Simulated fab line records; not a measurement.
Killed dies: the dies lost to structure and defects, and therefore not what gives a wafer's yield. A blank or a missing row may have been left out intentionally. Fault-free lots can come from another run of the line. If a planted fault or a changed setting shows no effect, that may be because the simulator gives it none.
Lot-split experiment ; flow n5 finfet ; 39 wafers read from 7 lots, route of 1938 steps

== THE SPLIT ==
At N5_MIM_TOP_LITHO_DEVELOP_07 (develop time 60 s), the setting develop time s was moved away from the recipe's 60 s on 15 of the 39 wafers read, by -44.0% to +48.3%. The other wafers ran this setting at the recipe's value.

== FROM SPLIT TO READING: 1 step shown by the file between the two ==
- N5_MIM_TOP_LITHO_HARDBAKE_09: time 120 s

== THE READING ==
cd nm at N5_MIM_TOP_LITHO_CD_MEAS_08, given in nm (cd target 2000 nm). A value of 1999.9 nm with a standard deviation of 1.6 nm is what fault-free wafers of this fab line usually give.

wafer;tool, chamber at the split;develop time s as run, s;against the recipe;cd nm, nm;against lot-mates on the recipe
L074.1;litho track-02, 0;60;recipe;2000.5;-
L074.2;litho track-02, 0;60;recipe;1999.5;-
L074.5;litho track-02, 0;60;recipe;1999.0;-
L080.1;litho track-04, 0;88.95;+48.3%;1993.2;-6.9
L080.2;litho track-04, 0;88.95;+48.3%;1992.3;-7.8
L080.3;litho track-04, 0;60;recipe;2001.3;-
L080.4;litho track-04, 0;60;recipe;1999.7;-
L080.5;litho track-04, 0;60;recipe;1999.4;-
L080.6;litho track-04, 0;88.95;+48.3%;1991.5;-8.6
L081.1;litho track-02, 0;33.6;-44.0%;2008.8;+11.6
L081.2;litho track-02, 0;60;recipe;1996.9;-
L081.3;litho track-02, 0;33.6;-44.0%;2011.0;+13.8
L081.4;litho track-02, 0;60;recipe;1997.8;-
L081.5;litho track-02, 0;33.6;-44.0%;2008.9;+11.7
L081.6;litho track-02, 0;60;recipe;1997.0;-
L088.1;litho track-02, 0;60;recipe;2000.8;-
L088.2;litho track-02, 0;60;recipe;2001.7;-
L088.3;litho track-02, 0;60;recipe;2000.8;-
L088.4;litho track-02, 0;60;recipe;1999.6;-
L088.5;litho track-02, 0;60;recipe;2002.9;-
L088.6;litho track-02, 0;60;recipe;2001.6;-
L086.1;litho track-02, 0;88.84;+48.1%;1989.8;-7.3
L086.2;litho track-02, 0;60;recipe;1997.1;-
L086.3;litho track-02, 0;60;recipe;1997.8;-
L086.4;litho track-02, 0;88.84;+48.1%;1991.6;-5.5
L086.5;litho track-02, 0;60;recipe;1996.5;-
L086.6;litho track-02, 0;88.84;+48.1%;1991.1;-6.0
L093.1;litho track-04, 0;60;recipe;2000.6;-
L093.2;litho track-04, 0;60;recipe;2002.4;-
L093.3;litho track-04, 0;49.41;-17.7%;2005.3;+4.4
L093.4;litho track-04, 0;49.41;-17.7%;2005.4;+4.5
L093.5;litho track-04, 0;49.41;-17.7%;2004.0;+3.1
L093.6;litho track-04, 0;60;recipe;1999.7;-
L096.1;litho track-04, 0;60;recipe;2001.9;-
L096.2;litho track-04, 0;88.07;+46.8%;1997.3;-4.5
L096.3;litho track-04, 0;88.07;+46.8%;1995.2;-6.6
L096.4;litho track-04, 0;60;recipe;2002.6;-
L096.5;litho track-04, 0;88.07;+46.8%;1995.9;-5.9
L096.6;litho track-04, 0;60;recipe;2001.0;-

THE FIT
A straight line over all 39 wafers: cd nm changes by -0.17 nm for each +1% of develop time s; r = -0.91; the points scatter about the line by 2.1 nm.
The same after taking each lot's own level away (the mean of its wafers on the recipe; 39 wafers): -0.18 nm for each +1%; r = -0.95; scatter 1.6 nm.
Per that fit: largest develop time s move, reading shift of 8.7 nm.
The span of the lots' own levels, 1997.13 to 2001.83 nm, comes to 2.9 times the standard deviation stated above.
Hence the lot-to-lot level has little effect on the slope; both slopes agree.
Check: with one of the wafers moved furthest among these (+48.3%) left out of the fit, the line predicts -7.89 nm for it against its lot-mates. It came out at -6.93 nm against them.

== THE OTHER SPLITS THESE WAFERS WENT THROUGH ==
Before the reading, these wafers also passed through other splits. Each is held against what the fit with the lots' levels taken away leaves over:
other split on the same wafers;wafers away from the commonest value;r with cd nm (lot level and that fit taken away)
N5_BEOL_M8_DEVELOP_10 develop time s;6;-0.18
N5_BEOL_M9_CVD_78 target thk a;15;-0.21
N5_BEOL_M11_VIA_ETCH_34 time s;18;+0.06
N5_BEOL_M14_DEP_53 time s;9;-0.31

== THE WHOLE CHAIN: every reading that the file lists as answering this split, in the file's order ==
step;what it does;reading;change (the file's fit);r (the file's)
N5_MIM_TOP_LITHO_CD_MEAS_08;target cd 2000 nm;cd nm;-0.172 nm for each +1% of the setting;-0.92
N5_MIM_TOP_LITHO_DESCUM_10;chemistry O2, time 7.9 s;MIM_TOP_LITHO.cd nm (the simulator's own value, which no gauge read);-0.177 nm for each +1% of the setting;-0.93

== THE FILE'S OWN FIT ==
cd nm changes by -0.172 nm for each +1% of develop time s, r = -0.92.
